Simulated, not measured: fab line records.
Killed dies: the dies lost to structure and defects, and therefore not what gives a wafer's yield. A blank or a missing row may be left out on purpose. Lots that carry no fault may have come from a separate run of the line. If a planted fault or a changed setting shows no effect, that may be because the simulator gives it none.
fab line records + flow n5-finfet
record:
- lots: 7
- wafers: 39
route steps=1938 shown BEOL_M12@1639 PASSIVATION@1910
start-h: start of the lot's first displayed wafer, in hours after the record's first day + wait-h: how many hours have passed since the lot's step before this one + " as in the row above + L1.1+2: a single row standing in for several wafers + - value missing, or start not given + * or withheld: withheld + < > ~ a bound
route shown NAME@n: NAME is a module with steps in the file, n the number in the route of the first one + usual: mean/standard deviation of fault-free wafers + same: alike in all rows + chamber/n: place in a boat + sites: per-site readings + _std_site: their standard deviation + _edge_site: the outer-site mean with the inner-site mean subtracted + radius-mm: for every site, how far away it sits from the centre of the wafer + mask NAME#n: copy n + behind: the last tool/chamber to shape the wafer + hold: cause of the lot's hold/its duration in hours/its outcome + device: transistor that didn't switch, given as n, p or np + end of line: the tests these same wafers got at the end of their route + for a step that has no rows: nothing shown but its recipe + killed: not the wafer's yield, but the dies lost to structure and defects at the first sort + map: per-die view of a wafer (x killed, . not killed, _ where there is no die)
set.NAME: the setting that was run; set.NAME@STEP: the one run at that earlier step + model.NAME: the simulator's own value behind a step, which no gauge read
lots with deliberately changed settings; one table per step, one row per wafer
== steps ==
step: N5_BEOL_M12_TRENCH_ETCH_34
recipe:
- chemistry: C4F8/O2/Ar
- target: SiOC
- target-depth-a: 3189.5
- mask-material: SOC
- pressure-mtorr: 30
- source-w: 3000
- bias-w: 700
- Ar_flow_sccm: 400
- C4F8_flow_sccm: 15
- O2_flow_sccm: 8
- he-inner-torr: 15
- he-outer-torr: 30
- time-s: 125.5
- ion-energy-ev: 250
| lot.wafer | tool        | chamber | start-h | wait-h | set.time-s | model.etch.depth-nm |
|-----------|-------------|---------|---------|--------|------------|---------------------|
| L076.1    | rie-diel-04 | 0       | 250.94  | 0.0    | 125.5      | 312.8               |
| L076.2    | "           | 3       | "       | "      | 125.5      | 318.7               |
| L076.3    | "           | 1       | "       | "      | 125.5      | 313.8               |
| L076.4    | "           | 3       | "       | "      | 125.5      | 318.6               |
| L076.5    | "           | 0       | "       | "      | 125.5      | 313.5               |
| L076.6    | "           | 1       | "       | "      | 125.5      | 311.2               |
| L077.1    | rie-diel-06 | 2       | 254.82  | 0.0    | 125.5      | 322.9               |
| L077.2    | "           | 1       | "       | "      | 125.5      | 329.5               |
| L077.3    | "           | 3       | "       | "      | 163.9      | 416.6               |
| L077.4    | "           | 0       | "       | "      | 163.9      | 413                 |
| L077.5    | "           | 3       | "       | "      | 163.9      | 414                 |
| L077.6    | "           | 0       | "       | "      | 125.5      | 315.5               |
| L078.1    | rie-diel-01 | 2       | 255.98  | 0.0    | 125.5      | 322.4               |
| L078.2    | "           | 0       | "       | "      | 77.24      | 199.1               |
| L078.3    | "           | 1       | "       | "      | 77.24      | 193.3               |
| L078.4    | "           | 3       | "       | "      | 77.24      | 202.3               |
| L078.5    | "           | 0       | "       | "      | 125.5      | 326.1               |
| L078.6    | "           | 1       | "       | "      | 125.5      | 314.8               |
| L080.1    | rie-diel-04 | 2       | 280.99  | 0.0    | 104.7      | 261.8               |
| L080.2    | "           | 1       | "       | "      | 104.7      | 266.6               |
| L080.3    | "           | 3       | "       | "      | 125.5      | 317.8               |
| L080.4    | "           | 0       | "       | "      | 125.5      | 315                 |
| L080.5    | "           | 0       | "       | "      | 104.7      | 260.7               |
| L080.6    | "           | 3       | "       | "      | 125.5      | 318.6               |
| L092.1    | rie-diel-01 | 0       | 342.96  | 0.0    | 146.6      | 373.6               |
| L092.2    | "           | 3       | "       | "      | 146.6      | 375                 |
| L092.3+5  | "           | 0,3     | "       | "      | 125.5      | 320                 |
| L092.4    | "           | 3       | "       | "      | 125.5      | 320.4               |
| L092.6    | "           | 0       | "       | "      | 146.6      | 373.2               |
| L095.1    | rie-diel-01 | 1       | 356.05  | 0.0    | 125.5      | 326.5               |
| L095.2    | "           | 2       | "       | "      | 125.5      | 317.8               |
| L095.3    | "           | 3       | "       | "      | 125.5      | 321.6               |
| L095.4    | "           | 0       | "       | "      | 73.22      | 186.6               |
| L095.5    | "           | 1       | "       | "      | 73.22      | 190.3               |
| L095.6    | "           | 2       | "       | "      | 73.22      | 186                 |
| L096.1    | rie-diel-06 | 3       | 364.91  | 0.0    | 125.5      | 318.5               |
| L096.2+6  | "           | 2       | "       | "      | 125.5      | 323.4               |
step: N5_BEOL_M12_STRIP_70
recipe:
- chemistry: C4F8/O2/Ar
- resist: SiARC
- rf-frequency-hz: 6e+07
step: N5_BEOL_M12_OCD_MEAS_35
usual:
- trench-depth-nm: 319/4.9
| lot.wafer | tool   | chamber | start-h | wait-h | set.time-s@BEOL_M12_TRENCH_ETCH_34 | trench-depth-nm |
|-----------|--------|---------|---------|--------|------------------------------------|-----------------|
| L076.1    | ocd-02 | -       | 251.09  | 0.0    | 125.5                              | 313             |
| L076.2    | "      | -       | "       | "      | 125.5                              | 319             |
| L076.3    | "      | -       | "       | "      | 125.5                              | 314             |
| L076.4    | "      | -       | "       | "      | 125.5                              | 319             |
| L076.5    | "      | -       | "       | "      | 125.5                              | 314             |
| L076.6    | "      | -       | "       | "      | 125.5                              | 311             |
| L077.1    | ocd-02 | -       | 254.97  | 0.0    | 125.5                              | 323             |
| L077.2    | "      | -       | "       | "      | 125.5                              | 329             |
| L077.3    | "      | -       | "       | "      | 163.9                              | 417             |
| L077.4    | "      | -       | "       | "      | 163.9                              | 413             |
| L077.5    | "      | -       | "       | "      | 163.9                              | 414             |
| L077.6    | "      | -       | "       | "      | 125.5                              | 316             |
| L078.1    | ocd-02 | -       | 256.13  | 0.0    | 125.5                              | 323             |
| L078.2    | "      | -       | "       | "      | 77.24                              | 199             |
| L078.3    | "      | -       | "       | "      | 77.24                              | 193             |
| L078.4    | "      | -       | "       | "      | 77.24                              | 202             |
| L078.5    | "      | -       | "       | "      | 125.5                              | 326             |
| L078.6    | "      | -       | "       | "      | 125.5                              | 315             |
| L080.1    | ocd-02 | -       | 281.14  | 0.0    | 104.7                              | 262             |
| L080.2    | "      | -       | "       | "      | 104.7                              | 267             |
| L080.3    | "      | -       | "       | "      | 125.5                              | 318             |
| L080.4    | "      | -       | "       | "      | 125.5                              | 314             |
| L080.5    | "      | -       | "       | "      | 104.7                              | 260             |
| L080.6    | "      | -       | "       | "      | 125.5                              | 319             |
| L092.1    | ocd-01 | -       | 343.18  | 0.0    | 146.6                              | 374             |
| L092.2    | "      | -       | "       | "      | 146.6                              | 376             |
| L092.3    | "      | -       | "       | "      | 125.5                              | 320             |
| L092.4    | "      | -       | "       | "      | 125.5                              | 321             |
| L092.5    | "      | -       | "       | "      | 125.5                              | 320             |
| L092.6    | "      | -       | "       | "      | 146.6                              | 373             |
| L095.1    | ocd-01 | -       | 356.20  | 0.0    | 125.5                              | 326             |
| L095.2    | "      | -       | "       | "      | 125.5                              | 318             |
| L095.3    | "      | -       | "       | "      | 125.5                              | 321             |
| L095.4    | "      | -       | "       | "      | 73.22                              | 187             |
| L095.5    | "      | -       | "       | "      | 73.22                              | 190             |
| L095.6    | "      | -       | "       | "      | 73.22                              | 186             |
| L096.1    | ocd-02 | -       | 365.07  | 0.0    | 125.5                              | 319             |
| L096.2    | "      | -       | "       | "      | 125.5                              | 323             |
| L096.6    | "      | -       | "       | "      | 125.5                              | 323             |
step: N5_BEOL_M12_STRIP_37
recipe:
- chemistry: N2/H2
- power-w: 1000
- temp-c: 250
- h2-frac: 0.65
- overash-fraction: 0.3
- pressure-mtorr: withheld
- n2-flow-sccm: 1750
- h2-flow-sccm: 3250
step: N5_BEOL_M12_ETCH_38
recipe:
- chemistry: CF4/N2
- target: SiCN
- target-depth-a: 687
- taper-deg: 2
- time-s: 73.4
- ion-energy-ev: 150
- mask-material: SiO2
- pressure-mtorr: 40
- source-w: 430
- bias-w: 70
- Ar_flow_sccm: 100
- cf4-flow-sccm: 60
- n2-flow-sccm: 60
step: N5_BEOL_M12_ECD_47
recipe:
- material: Cu
- target-thk-a: 7200
step: N5_BEOL_M12_ANNEAL_48
recipe:
- temp-c: 225
- time-s: 90
- ambient: N2
step: N5_BEOL_M12_CMP_49
recipe:
- stop-on: SiOC
- t-overpolish-s: 20.6
- down-force-psi: 1
- platen-rpm: 50
- clearing-platen-down-force-psi: 1.5
- clearing-platen-rpm: 50
- post-cmp-clean: cu-alkaline
- target-thk-nm: 320
- clearing-platen-pad-velocity-m-s: 0.99484
- pad-velocity-m-s: 0.99484
| lot.wafer | tool   | chamber | start-h | wait-h | set.time-s@BEOL_M12_TRENCH_ETCH_34 | model.Cu_of_BEOL_M12_ECD_47.thk-nm |
|-----------|--------|---------|---------|--------|------------------------------------|------------------------------------|
| L076.3    | cmp-03 | 0       | 252.96  | 0.2    | 125.5                              | 313.2                              |
| L076.1    | "      | 1       | "       | "      | 125.5                              | 311.8                              |
| L076.4    | "      | 2       | "       | "      | 125.5                              | 319.6                              |
| L076.2    | "      | 3       | "       | "      | 125.5                              | 318.6                              |
| L076.6    | "      | 0       | "       | "      | 125.5                              | 310                                |
| L076.5    | "      | 1       | "       | "      | 125.5                              | 313.4                              |
| L077.1    | cmp-01 | 1       | 258.89  | 0.3    | 125.5                              | 323.6                              |
| L077.2    | "      | 2       | "       | "      | 125.5                              | 330                                |
| L077.3    | "      | 3       | "       | "      | 163.9                              | 416                                |
| L077.4    | "      | 0       | "       | "      | 163.9                              | 413.2                              |
| L077.5    | "      | 1       | "       | "      | 163.9                              | 413.8                              |
| L077.6    | "      | 2       | "       | "      | 125.5                              | 316                                |
| L078.3    | cmp-04 | 0       | 259.67  | 0.2    | 77.24                              | 191.6                              |
| L078.4    | "      | 1       | "       | "      | 77.24                              | 202.6                              |
| L078.2    | "      | 2       | "       | "      | 77.24                              | 199.4                              |
| L078.1    | "      | 3       | "       | "      | 125.5                              | 321.6                              |
| L078.6    | "      | 0       | "       | "      | 125.5                              | 314.8                              |
| L078.5    | "      | 1       | "       | "      | 125.5                              | 326.4                              |
| L080.2    | cmp-01 | 2       | 283.32  | 0.2    | 104.7                              | 268                                |
| L080.1    | "      | 3       | "       | "      | 104.7                              | 262.2                              |
| L080.4    | "      | 0       | "       | "      | 125.5                              | 315.2                              |
| L080.3    | "      | 1       | "       | "      | 125.5                              | 317.6                              |
| L080.6    | "      | 2       | "       | "      | 125.5                              | 321                                |
| L080.5    | "      | 3       | "       | "      | 104.7                              | 260.2                              |
| L092.4+3  | cmp-04 | 2,0     | 346.36  | 0.1    | 125.5                              | 321.2                              |
| L092.1    | "      | 3       | "       | "      | 146.6                              | 374                                |
| L092.2    | "      | 1       | "       | "      | 146.6                              | 376.6                              |
| L092.6    | "      | 2       | "       | "      | 146.6                              | 373.4                              |
| L092.5    | "      | 3       | "       | "      | 125.5                              | 320.8                              |
| L095.3    | cmp-03 | 3       | 360.57  | 0.2    | 125.5                              | 324                                |
| L095.1    | "      | 0       | "       | "      | 125.5                              | 326.6                              |
| L095.2    | "      | 1       | "       | "      | 125.5                              | 319.6                              |
| L095.4    | "      | 2       | "       | "      | 73.22                              | 189.4                              |
| L095.5    | "      | 3       | "       | "      | 73.22                              | 192.6                              |
| L095.6    | "      | 0       | "       | "      | 73.22                              | 188.2                              |
| L096.1    | cmp-03 | 2       | 366.96  | 0.3    | 125.5                              | 321.4                              |
| L096.2    | "      | 0       | "       | "      | 125.5                              | 324.6                              |
| L096.6    | "      | 2       | "       | "      | 125.5                              | 324.8                              |
step: N5_BEOL_M12_THK_MEAS_50
recipe:
- thk-meas-gauge: xrf
- reads: Cu_of_BEOL_M12_ECD_47
usual:
- M12_THK: 322/5.6
| lot.wafer | tool          | chamber | start-h | wait-h | set.time-s@BEOL_M12_TRENCH_ETCH_34 | M12_THK[nm] |
|-----------|---------------|---------|---------|--------|------------------------------------|-------------|
| L076.1    | film-metro-01 | -       | 253.25  | -      | 125.5                              | 315         |
| L076.2    | "             | -       | "       | "      | 125.5                              | 321         |
| L076.3    | "             | -       | "       | "      | 125.5                              | 317         |
| L076.4    | "             | -       | "       | "      | 125.5                              | 322         |
| L076.5    | "             | -       | "       | "      | 125.5                              | 315         |
| L076.6    | "             | -       | "       | "      | 125.5                              | 312         |
| L077.1    | film-metro-01 | -       | 259.18  | -      | 125.5                              | 328         |
| L077.2    | "             | -       | "       | "      | 125.5                              | 334         |
| L077.3    | "             | -       | "       | "      | 163.9                              | 422         |
| L077.4    | "             | -       | "       | "      | 163.9                              | 418         |
| L077.5    | "             | -       | "       | "      | 163.9                              | 420         |
| L077.6    | "             | -       | "       | "      | 125.5                              | 321         |
| L078.1    | film-metro-02 | -       | 259.96  | -      | 125.5                              | 324         |
| L078.2    | "             | -       | "       | "      | 77.24                              | 201         |
| L078.3    | "             | -       | "       | "      | 77.24                              | 194         |
| L078.4    | "             | -       | "       | "      | 77.24                              | 204         |
| L078.5    | "             | -       | "       | "      | 125.5                              | 330         |
| L078.6    | "             | -       | "       | "      | 125.5                              | 317         |
| L080.1    | film-metro-02 | -       | 283.61  | -      | 104.7                              | 263         |
| L080.2    | "             | -       | "       | "      | 104.7                              | 269         |
| L080.3    | "             | -       | "       | "      | 125.5                              | 319         |
| L080.4    | "             | -       | "       | "      | 125.5                              | 317         |
| L080.5    | "             | -       | "       | "      | 104.7                              | 261         |
| L080.6    | "             | -       | "       | "      | 125.5                              | 323         |
| L092.1    | film-metro-02 | -       | 346.65  | -      | 146.6                              | 380         |
| L092.2    | "             | -       | "       | "      | 146.6                              | 383         |
| L092.3    | "             | -       | "       | "      | 125.5                              | 324         |
| L092.4    | "             | -       | "       | "      | 125.5                              | 326         |
| L092.5    | "             | -       | "       | "      | 125.5                              | 324         |
| L092.6    | "             | -       | "       | "      | 146.6                              | 379         |
| L095.1    | film-metro-02 | -       | 360.87  | -      | 125.5                              | 332         |
| L095.2    | "             | -       | "       | "      | 125.5                              | 322         |
| L095.3    | "             | -       | "       | "      | 125.5                              | 329         |
| L095.4    | "             | -       | "       | "      | 73.22                              | 192         |
| L095.5    | "             | -       | "       | "      | 73.22                              | 194         |
| L095.6    | "             | -       | "       | "      | 73.22                              | 191         |
| L096.1    | film-metro-01 | -       | 367.22  | -      | 125.5                              | 323         |
| L096.2    | "             | -       | "       | "      | 125.5                              | 327         |
| L096.6    | "             | -       | "       | "      | 125.5                              | 326         |
step: N5_BEOL_M12_PRE_CLEAN_52
recipe:
- gas: NH3
- time-s: 15
- temp-c: withheld
- rf-power-w: 300
step: N5_BEOL_M12_DEP_53
recipe:
- material: SiCN
- target-thk-a: 300
- temp-c: withheld
- precursor: 3MS/NH3
- pressure-torr: 3
- rf-w: 675
- time-s: 10.5
step: N5_BEOL_M12_RS_MEAS_54
recipe:
- thk-meas-gauge: four-point-probe
- reads: Cu_of_BEOL_M12_ECD_47+Ta_of_BEOL_M12_SPUTTER_44+TaN_of_BEOL_M12_SPUTTER_43
usual:
- M12_RS: 0.0601/0.001
| lot.wafer | tool          | chamber | start-h | wait-h | set.time-s@BEOL_M12_TRENCH_ETCH_34 | M12_RS[ohm/sq] |
|-----------|---------------|---------|---------|--------|------------------------------------|----------------|
| L076.1    | film-metro-02 | -       | 253.38  | 0.0    | 125.5                              | 0.0616         |
| L076.2    | "             | -       | "       | "      | 125.5                              | 0.0603         |
| L076.3    | "             | -       | "       | "      | 125.5                              | 0.0615         |
| L076.4    | "             | -       | "       | "      | 125.5                              | 0.0601         |
| L076.5    | "             | -       | "       | "      | 125.5                              | 0.0614         |
| L076.6    | "             | -       | "       | "      | 125.5                              | 0.0622         |
| L077.1    | film-metro-01 | -       | 259.34  | 0.1    | 125.5                              | 0.0594         |
| L077.2    | "             | -       | "       | "      | 125.5                              | 0.0581         |
| L077.3    | "             | -       | "       | "      | 163.9                              | 0.0457         |
| L077.4    | "             | -       | "       | "      | 163.9                              | 0.0460         |
| L077.5    | "             | -       | "       | "      | 163.9                              | 0.0458         |
| L077.6    | "             | -       | "       | "      | 125.5                              | 0.0607         |
| L078.1    | film-metro-02 | -       | 260.09  | 0.0    | 125.5                              | 0.0598         |
| L078.2    | "             | -       | "       | "      | 77.24                              | 0.0989         |
| L078.3    | "             | -       | "       | "      | 77.24                              | 0.1033         |
| L078.4    | "             | -       | "       | "      | 77.24                              | 0.0975         |
| L078.5    | "             | -       | "       | "      | 125.5                              | 0.0588         |
| L078.6    | "             | -       | "       | "      | 125.5                              | 0.0611         |
| L080.1    | film-metro-02 | -       | 283.74  | 0.0    | 104.7                              | 0.0741         |
| L080.2    | "             | -       | "       | "      | 104.7                              | 0.0724         |
| L080.3    | "             | -       | "       | "      | 125.5                              | 0.0605         |
| L080.4    | "             | -       | "       | "      | 125.5                              | 0.0610         |
| L080.5    | "             | -       | "       | "      | 104.7                              | 0.0745         |
| L080.6    | "             | -       | "       | "      | 125.5                              | 0.0598         |
| L092.1    | film-metro-02 | -       | 346.78  | 0.0    | 146.6                              | 0.0511         |
| L092.2    | "             | -       | "       | "      | 146.6                              | 0.0507         |
| L092.3    | "             | -       | "       | "      | 125.5                              | 0.0599         |
| L092.4    | "             | -       | "       | "      | 125.5                              | 0.0598         |
| L092.5    | "             | -       | "       | "      | 125.5                              | 0.0598         |
| L092.6    | "             | -       | "       | "      | 146.6                              | 0.0511         |
| L095.1    | film-metro-02 | -       | 360.99  | 0.0    | 125.5                              | 0.0588         |
| L095.2    | "             | -       | "       | "      | 125.5                              | 0.0603         |
| L095.3    | "             | -       | "       | "      | 125.5                              | 0.0592         |
| L095.4    | "             | -       | "       | "      | 73.22                              | 0.1045         |
| L095.5    | "             | -       | "       | "      | 73.22                              | 0.1027         |
| L095.6    | "             | -       | "       | "      | 73.22                              | 0.1053         |
| L096.1    | film-metro-02 | -       | 367.34  | 0.0    | 125.5                              | 0.0598         |
| L096.2    | "             | -       | "       | "      | 125.5                              | 0.0591         |
| L096.6    | "             | -       | "       | "      | 125.5                              | 0.0591         |
step: N5_PASSIVATION_ETCH_59
recipe:
- chemistry: Cl2/BCl3
- target: TaN
- target-depth-a: 650
- time-s: 34.9
- ion-energy-ev: 100
- pressure-mtorr: 10
- icp-w: 900
- bias-w: 100
- Cl2_flow_sccm: 60
- bcl3-flow-sccm: 30
| lot.wafer | tool         | chamber | start-h | wait-h | set.time-s | model.etch.depth-nm |
|-----------|--------------|---------|---------|--------|------------|---------------------|
| L076.1    | rie-metal-03 | 0       | 283.62  | 0.3    | 46.5       | 88.67               |
| L076.2    | "            | 1       | "       | "      | 34.9       | 64.17               |
| L076.3    | "            | 1       | "       | "      | 34.9       | 63.43               |
| L076.4    | "            | 0       | "       | "      | 46.5       | 88.76               |
| L076.5    | "            | 0       | "       | "      | 46.5       | 89.42               |
| L076.6    | "            | 1       | "       | "      | 34.9       | 64.33               |
| L077.1    | rie-metal-01 | 0       | 288.39  | 0.3    | 34.9       | 65.65               |
| L077.2    | "            | 1       | "       | "      | 26.4       | 49.97               |
| L077.3    | "            | 1       | "       | "      | 26.4       | 50.02               |
| L077.4    | "            | 0       | "       | "      | 34.9       | 65.77               |
| L077.5    | "            | 1       | "       | "      | 26.4       | 50.08               |
| L077.6    | "            | 0       | "       | "      | 34.9       | 66.23               |
| L078.1    | rie-metal-02 | 1       | 288.65  | 0.3    | 25.06      | 46.62               |
| L078.2    | "            | 0       | "       | "      | 25.06      | 46.38               |
| L078.3    | "            | 0       | "       | "      | 34.9       | 65.41               |
| L078.4    | "            | 1       | "       | "      | 25.06      | 46.35               |
| L078.5    | "            | 1       | "       | "      | 34.9       | 64.94               |
| L078.6    | "            | 0       | "       | "      | 34.9       | 64.69               |
| L080.1    | rie-metal-02 | 0       | 310.75  | 0.3    | 34.9       | 64.67               |
| L080.2    | "            | 1       | "       | "      | 25.98      | 48.56               |
| L080.3    | "            | 0       | "       | "      | 25.98      | 48.53               |
| L080.4    | "            | 1       | "       | "      | 34.9       | 65.01               |
| L080.5    | "            | 1       | "       | "      | 25.98      | 48.51               |
| L080.6    | "            | 0       | "       | "      | 34.9       | 65.42               |
| L092.1    | rie-metal-02 | 1       | 379.78  | 0.4    | 34.9       | 64.46               |
| L092.2    | "            | 0       | "       | "      | 34.9       | 64.75               |
| L092.3    | "            | 0       | "       | "      | 23.66      | 43.8                |
| L092.4    | "            | 1       | "       | "      | 34.9       | 64.54               |
| L092.5    | "            | 1       | "       | "      | 23.66      | 44.07               |
| L092.6    | "            | 0       | "       | "      | 23.66      | 43.69               |
| L095.1    | rie-metal-01 | 1       | 386.12  | 0.3    | 18.91      | 35.33               |
| L095.2    | "            | 0       | "       | "      | 34.9       | 64.71               |
| L095.3    | "            | 1       | "       | "      | 18.91      | 35.5                |
| L095.4    | "            | 0       | "       | "      | 18.91      | 35.55               |
| L095.5    | "            | 1       | "       | "      | 34.9       | 64.75               |
| L095.6    | "            | 0       | "       | "      | 34.9       | 65.04               |
| L096.1    | rie-metal-01 | 1       | 397.00  | 0.3    | 34.9       | 65.21               |
| L096.2    | "            | 0       | "       | "      | 34.9       | 65.71               |
| L096.6    | "            | 1       | "       | "      | 34.9       | 64.75               |
step: N5_PASSIVATION_ETCH_54
recipe:
- chemistry: CHF3/O2
- target: SiO2
- target-depth-a: 8800
- CHF3_flow_sccm: 50
- O2_flow_sccm: 5
- Ar_flow_sccm: 200
- time-s: 440
- mask-material: PR
- pressure-mtorr: 30
- source-w: 650
- bias-w: 170
- ion-energy-ev: 200
| lot.wafer | tool        | chamber | start-h | wait-h | set.target-depth-a | model.PASSIVATION.feature-depth-nm | model.etch.depth-nm |
|-----------|-------------|---------|---------|--------|--------------------|------------------------------------|---------------------|
| L076.1    | rie-diel-04 | 0       | 285.14  | 0.1    | 8800               | 888                                | 888                 |
| L076.2    | "           | 2       | "       | "      | 8800               | 850.4                              | 850.4               |
| L076.3    | "           | 3       | "       | "      | 8800               | 903.4                              | 903.4               |
| L076.4    | "           | 1       | "       | "      | 7093               | 696.4                              | 696.3               |
| L076.5    | "           | 2       | "       | "      | 7093               | 691.8                              | 691.9               |
| L076.6    | "           | 3       | "       | "      | 7093               | 725.4                              | 725.5               |
| L077.1    | rie-diel-04 | 3       | 290.39  | 0.1    | 7007               | 717.6                              | 717.5               |
| L077.2    | "           | 2       | "       | "      | 8800               | 850.8                              | 850.8               |
| L077.3    | "           | 1       | "       | "      | 8800               | 853.2                              | 853.2               |
| L077.4    | "           | 0       | "       | "      | 8800               | 876.4                              | 876.4               |
| L077.5    | "           | 2       | "       | "      | 7007               | 676.6                              | 676.6               |
| L077.6    | "           | 1       | "       | "      | 7007               | 679.4                              | 679.5               |
| L078.1    | rie-diel-06 | 3       | 290.76  | 0.1    | 10730              | 1098                               | 1098                |
| L078.2    | "           | 2       | "       | "      | 8800               | 892.8                              | 892.9               |
| L078.3    | "           | 0       | "       | "      | 8800               | 892.2                              | 892.2               |
| L078.4    | "           | 1       | "       | "      | 10730              | 1105                               | 1105                |
| L078.5    | "           | 3       | "       | "      | 10730              | 1093                               | 1093                |
| L078.6    | "           | 2       | "       | "      | 8800               | 895.4                              | 895.4               |
| L080.1    | rie-diel-06 | 3       | 312.30  | 0.1    | 8800               | 892.2                              | 892.2               |
| L080.2    | "           | 2       | "       | "      | 8800               | 892.4                              | 892.3               |
| L080.3    | "           | 0       | "       | "      | 10670              | 1067                               | 1067                |
| L080.4    | "           | 1       | "       | "      | 10670              | 1091                               | 1091                |
| L080.5    | "           | 3       | "       | "      | 10670              | 1090                               | 1090                |
| L080.6    | "           | 2       | "       | "      | 8800               | 888.8                              | 888.9               |
| L092.1    | rie-diel-01 | 2       | 381.45  | 0.1    | 8800               | 859.8                              | 859.9               |
| L092.2    | "           | 3       | "       | "      | 7320               | 743                                | 743.1               |
| L092.3    | "           | 1       | "       | "      | 7320               | 729.8                              | 729.9               |
| L092.4    | "           | 0       | "       | "      | 7320               | 727.8                              | 727.8               |
| L092.5    | "           | 1       | "       | "      | 8800               | 879.4                              | 879.4               |
| L092.6    | "           | 0       | "       | "      | 8800               | 871                                | 871                 |
| L095.1    | rie-diel-04 | 2       | 387.80  | 0.1    | 4324               | 417.4                              | 417.3               |
| L095.2    | "           | 0       | "       | "      | 8800               | 867.2                              | 867.3               |
| L095.3    | "           | 3       | "       | "      | 8800               | 887.4                              | 887.4               |
| L095.4    | "           | 1       | "       | "      | 4324               | 420                                | 420.1               |
| L095.5    | "           | 0       | "       | "      | 8800               | 859.6                              | 859.6               |
| L095.6    | "           | 3       | "       | "      | 4324               | 434.2                              | 434.2               |
| L096.1    | rie-diel-04 | 0       | 398.82  | 0.1    | 8800               | 854.2                              | 854.3               |
| L096.2    | "           | 1       | "       | "      | 8800               | 854                                | 853.9               |
| L096.6    | "           | 0       | "       | "      | 8800               | 864.2                              | 864.3               |
== key ==
split:
- step: N5_BEOL_M12_TRENCH_ETCH_34
- setting: time-s
- stated: 125.5
- by: wafer
response:
- step: N5_BEOL_M12_TRENCH_ETCH_34
- reading: model.etch.depth-nm
- change: +3.17
- per: 1%
- r: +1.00
response:
- step: N5_BEOL_M12_OCD_MEAS_35
- reading: trench-depth-nm
- change: +3.18
- per: 1%
- r: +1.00
response:
- step: N5_BEOL_M12_CMP_49
- reading: model.Cu_of_BEOL_M12_ECD_47.thk-nm
- change: +3.16
- per: 1%
- r: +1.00
response:
- step: N5_BEOL_M12_THK_MEAS_50
- reading: M12_THK
- change: +3.2
- per: 1%
- r: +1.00
response:
- step: N5_BEOL_M12_RS_MEAS_54
- reading: M12_RS
- change: -0.000889
- per: 1%
- r: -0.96
split:
- step: N5_PASSIVATION_ETCH_59
- setting: time-s
- stated: 34.9
- by: wafer
response:
- step: N5_PASSIVATION_ETCH_59
- reading: model.etch.depth-nm
- change: +0.664
- per: 1%
- r: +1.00
split:
- step: N5_PASSIVATION_ETCH_54
- setting: target-depth-a
- stated: 8800
- by: wafer
response:
- step: N5_PASSIVATION_ETCH_54
- reading: model.PASSIVATION.feature-depth-nm
- change: +8.81
- per: 1%
- r: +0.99
response:
- step: N5_PASSIVATION_ETCH_54
- reading: model.etch.depth-nm
- change: +8.81
- per: 1%
- r: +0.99
